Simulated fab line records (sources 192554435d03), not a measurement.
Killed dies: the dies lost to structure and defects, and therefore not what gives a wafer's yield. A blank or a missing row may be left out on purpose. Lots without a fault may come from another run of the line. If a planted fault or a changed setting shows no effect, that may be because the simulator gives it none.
fab line records | flow n5_finfet
record: lots: 13 wafers: 38 last_day: 17
route steps=1938 shown BEOL_M10@1515
lots with no fault: from the same line, run without faults
start_h: hours from the record's first day to the start of the lot's first wafer shown | wait_h: time in hours since the lot's previous step | " repeats the value in the row above | L1.1+2: several wafers, shown together as one row | - no value, or no start given | * or withheld: withheld | < > ~ a bound
route shown NAME@n: names a module that has steps shown in the file, with the first one's number in the route | usual: the fault-free wafers' mean and standard deviation | same: alike in all rows | chamber/n: place in a boat | sites: the reading at each site | _std_site: the values' standard deviation | _edge_site: the outer-site mean with the inner-site mean subtracted | radius_mm: for every site, how far away it sits from the centre of the wafer | mask NAME#n: copy n | behind: the tool/chamber that last shaped the wafer | hold: the reason the lot was held/the length of the hold in hours/how it ended | device: names the non-switching transistor (n, p or np) | end of line: at the end of the route, the tests of the same wafers | step lacking rows: just its recipe | killed: dies lost to structure and defects at the first sort, not the wafer's yield | map: per-die view of a wafer (x killed, . not killed, _ where there is no die)
set.NAME: setting as actually run; set.NAME@STEP: the setting as run at that earlier step | model.NAME: the simulator's own value behind a step, which no gauge read
a sample of lots followed through the steps of the route, with each step as a table and each wafer as a row
services: when a tool's chamber went out of use (start_h, in hours from the record's first day, below 0 if earlier), for how many hours, and the reason
== steps ==
step: N5_BEOL_M10_OCD_MEAS_38
usual: trench_depth_nm: 147/3.7
columns lot.wafer tool chamber start_h wait_h trench_depth_nm
L305.2 ocd-01 - 237.67 - 148
L305.4 " - " " 149
L305.5 " - " " 148
L309.1 ocd-02 - 247.26 - 148
L309.2 " - " " 144
L309.6 " - " " 148
L312.2 ocd-02 - 258.82 - 145
L312.3 " - " " 149
L312.5 " - " " 149
L311.1 ocd-02 - 264.84 - 144
L311.2 " - " " 141
L311.6 " - " " 142
L314.1 ocd-02 - 265.53 - 142
L314.2 " - " " 146
L315.1 ocd-01 - 287.35 - 148
L315.3 " - " " 148
L315.6 " - " " 150
L317.4 ocd-02 - 302.29 - 144
L317.5 " - " " 146
L317.6 " - " " 144
L319.2 ocd-02 - 305.65 - 145
L319.3 " - " " 155
L319.6 " - " " 155
L320.3 ocd-01 - 319.95 - 148
L320.4 " - " " 147
L320.6 " - " " 148
L318.1 ocd-01 - 325.66 - 147
L318.3 " - " " 143
L318.5 " - " " 147
L324.1 ocd-01 - 336.42 - 152
L324.4 " - " " 141
L324.5 " - " " 152
L326.1 ocd-01 - 366.41 - 145
L326.3 " - " " 152
L326.4 " - " " 143
L328.1 ocd-02 - 372.41 - 154
L328.2 " - " " 153
L328.5 " - " " 152
step: N5_BEOL_M10_SURFACE_TREAT_76
recipe: gas: Ar time_s: * ion_energy_ev: * ion_current_ma_cm2: 0.5 pressure_mtorr: * ar_flow_sccm: 30
usual: throttle_valve_pct: *
columns lot.wafer tool chamber start_h wait_h throttle_valve_pct
L305.2 pvd_sputter-02 - 238.65 0.2 *
L305.4 " - " " *
L305.5 " - " " *
L309.1 pvd_sputter-02 - 249.36 0.2 *
L309.2 " - " " *
L309.6 " - " " *
L312.2 pvd_sputter-02 - 260.01 0.2 *
L312.3 " - " " *
L312.5 " - " " *
L311.1 pvd_sputter-01 - 266.41 0.3 *
L311.2 " - " " *
L311.6 " - " " *
L314.1 pvd_sputter-01 - 267.95 0.5 *
L314.2 " - " " *
L315.1 pvd_sputter-03 - 289.05 0.7 *
L315.3 " - " " *
L315.6 " - " " *
L317.4 pvd_sputter-01 - 303.28 0.2 *
L317.5 " - " " *
L317.6 " - " " *
L319.2 pvd_sputter-02 - 306.90 0.2 *
L319.3 " - " " *
L319.6 " - " " *
L320.3 pvd_sputter-02 - 325.32 0.4 *
L320.4 " - " " *
L320.6 " - " " *
L318.1 pvd_sputter-02 - 327.04 0.2 *
L318.3 " - " " *
L318.5 " - " " *
L324.1 pvd_sputter-01 - 337.86 0.3 *
L324.4 " - " " *
L324.5 " - " " *
L326.1 pvd_sputter-02 - 367.47 0.2 *
L326.3 " - " " *
L326.4 " - " " *
L328.1 pvd_sputter-03 - 375.14 2.0 *
L328.2 " - " " *
L328.5 " - " " *
step: N5_BEOL_M10_ANNEAL_51
recipe: temp_c: 225 time_s: 90 ambient: N2
usual: wafer_temp_C_max: 226.2/0.44
columns lot.wafer tool chamber start_h wait_h wafer_temp_C_max
L305.2 rtp_anneal-02 0 239.13 0.1 226.7
L305.4 " 0 " " 227.2
L305.5 " 0 " " 226.5
L309.1 rtp_anneal-02 0 249.77 0.1 226.5
L309.2 " 0 " " 226.4
L309.6 " 0 " " 226.6
L312.2 rtp_anneal-01 0 260.79 0.3 225.9
L312.3 " 0 " " 225.8
L312.5 " 0 " " 225.7
L311.1 rtp_anneal-01 0 267.28 0.2 225.9
L311.2 " 0 " " 226.2
L311.6 " 0 " " 225.8
L314.1 rtp_anneal-01 0 268.58 0.3 225.3
L314.2 " 0 " " 225.7
L315.1 rtp_anneal-02 0 289.54 0.1 226.5
L315.3 " 0 " " 226.9
L315.6 " 0 " " 226.5
L317.4 rtp_anneal-02 0 305.68 0.2 227.1
L317.5 " 0 " " 226.3
L317.6 " 0 " " 226.3
L319.2 rtp_anneal-02 0 307.61 0.1 226.3
L319.3 " 0 " " 226.1
L319.6 " 0 " " 226.8
L320.3 rtp_anneal-01 0 325.88 0.1 225.9
L320.4 " 0 " " 226.1
L320.6 " 0 " " 225.7
L318.1 rtp_anneal-01 0 327.69 0.1 225.4
L318.3 " 0 " " 226.1
L318.5 " 0 " " 226.3
L324.1 rtp_anneal-02 0 338.31 0.1 227.3
L324.4 " 0 " " 226.1
L324.5 " 0 " " 226.4
L326.1 rtp_anneal-02 0 368.20 0.2 226.4
L326.3 " 0 " " 226.1
L326.4 " 0 " " 226.9
L328.1 rtp_anneal-02 0 375.80 0.3 226.0
L328.2 " 0 " " 226.0
L328.5 " 0 " " 226.2
step: N5_BEOL_M10_CMP_52
recipe: stop_on: SiCOH_lowk t_overpolish_s: 7 down_force_psi: 1 platen_rpm: 50 clearing_platen_down_force_psi: 1.5 clearing_platen_rpm: 50 post_cmp_clean: cu_alkaline target_thk_nm: 140 clearing_platen_pad_velocity_m_s: 0.99484 pad_velocity_m_s: 0.99484
usual: barrier_field_endpoint_s: 29.1/0.7 motor_current_A: 6.2/0.56 overpolish_run_s: 7.000/0.009 platen_rpm: 50.00/0.032 time_to_endpoint_s: 67/3.5
columns lot.wafer tool chamber start_h wait_h barrier_field_endpoint_s motor_current_A overpolish_run_s platen_rpm time_to_endpoint_s
L305.2 cmp-02 1 239.39 0.2 28.4 7.0 6.993 50.07 68
L305.4 " 3 " " 30.0 5.2 7.014 49.99 74
L305.5 " 1 " " 29.7 6.8 7.006 50.10 70
L309.1 cmp-03 0 250.12 0.3 28.5 5.1 6.989 49.96 63
L309.2 " 2 " " 29.3 6.4 6.997 49.99 69
L309.6 " 3 " " 28.8 5.5 7.006 50.00 63
L312.3 cmp-01 2 261.06 0.2 27.6 6.0 6.985 49.98 66
L312.2 " 0 " " 29.2 5.7 7.013 50.02 70
L312.5 " 3 " " 28.9 6.3 7.014 50.02 67
L311.2 cmp-02 0 267.58 0.2 27.7 5.6 6.988 50.06 61
L311.1 " 2 " " 28.6 6.5 6.996 50.00 72
L311.6 " 0 " " 27.8 6.1 6.999 50.01 63
L314.2 cmp-02 1 268.93 0.3 29.9 6.6 6.994 50.03 70
L314.1 " 2 " " 29.2 6.3 7.014 50.00 68
L315.1 cmp-01 1 289.84 0.3 28.9 6.5 6.991 49.99 69
L315.3 " 2 " " 28.5 6.4 7.007 49.85 68
L315.6 " 1 " " 29.3 6.3 6.993 50.06 69
L317.4 cmp-02 1 305.96 0.2 29.3 6.6 7.011 49.95 65
L317.6 " 2 " " 30.4 6.5 7.005 49.99 71
L317.5 " 3 " " 29.7 5.3 6.994 50.04 71
L319.2 cmp-02 0 307.86 0.2 28.0 5.9 6.995 49.97 59
L319.3 " 2 " " 28.7 6.7 6.986 50.01 70
L319.6 " 0 " " 28.8 6.2 6.995 50.01 63
L320.4 cmp-03 0 326.16 0.2 28.7 5.1 7.004 50.00 61
L320.3 " 1 " " 29.0 6.9 7.006 49.97 64
L320.6 " 3 " " 28.9 5.5 7.005 50.00 60
L318.3 cmp-01 2 327.98 0.2 29.3 6.4 6.998 49.96 67
L318.1 " 0 " " 29.2 5.8 7.010 49.97 69
L318.5 " 3 " " 29.0 6.3 7.011 50.01 69
L324.4 cmp-03 3 338.61 0.1 28.7 5.4 6.998 50.00 61
L324.1 " 1 " " 28.1 7.4 7.001 50.04 66
L324.5 " 3 " " 28.5 5.6 7.003 49.98 62
L326.4 cmp-02 0 368.49 0.1 28.1 6.3 7.001 51.99 62
L326.1 " 1 " " 28.9 7.0 7.009 52.01 69
L326.3 " 2 " " 27.7 6.5 7.010 52.00 68
L328.2 cmp-02 2 376.17 0.3 28.3 6.6 7.002 52.01 71
L328.1 " 3 " " 27.6 5.7 7.006 52.00 73
L328.5 " 1 " " 28.3 6.8 6.983 52.03 69
== services ==
columns tool chamber start_h hours kind
rtp_anneal-02 - 220.97 2.9 pm
cmp-01 - 231.61 2.1 repair
cmp-03 - 237.91 4.0 pm
cmp-03 - 241.91 - consumable_replace:conditioner
cmp-03 - 241.91 - consumable_replace:pad
cmp-02 - 258.41 2.0 repair
cmp-03 - 261.62 0.7 repair
cmp-02 - 262.26 0.8 repair
cmp-03 - 272.80 6.5 pm
cmp-03 - 286.88 18.2 pm
rtp_anneal-01 - 290.55 5.1 pm
cmp-01 - 294.23 3.9 repair
cmp-01 - 298.98 4.0 pm
cmp-01 - 302.98 - consumable_replace:conditioner
cmp-01 - 302.98 - consumable_replace:pad
cmp-01 - 313.44 1.2 repair
cmp-02 - 325.52 3.7 pm
pvd_sputter-01 - 354.49 2.5 repair
cmp-01 - 367.52 13.8 pm
== key ==
first_sign: step: N5_BEOL_M10_CMP_52 reading: platen_rpm direction: up sigmas: 62 usual: 50.00 struck: 52.01
effect none on later readings
met_at N5_BEOL_M10_CMP_52
struck_lots L326,L328
tester_left_out L328
not_acting_at N5_BEOL_M10_OCD_MEAS_38,N5_BEOL_M10_SURFACE_TREAT_76,N5_BEOL_M10_ANNEAL_51
onset_between 307.86 368.49
earlier_fault: kind: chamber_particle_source tool: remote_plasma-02 chamber: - onset_h: 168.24 steps: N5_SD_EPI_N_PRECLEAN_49 rate_per_visit_cm2: 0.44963 end_h: 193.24
fault: kind: process_parameter_drift tool: cmp-02 chamber: - onset_h: 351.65 steps: N5_BEOL_M10_CMP_52 channel: platen_rpm offset: 2 shape: step end_h: 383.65 acts_in: these_recipes_only stated: 50
tester_left_out: of these lots the tester's yield and bins aren't shown, on N5 and GAA mostly nor the transistor test; their killed dies are dies lost to structure and defects alone, not to doping, threshold or leakage, so they don't give the yield
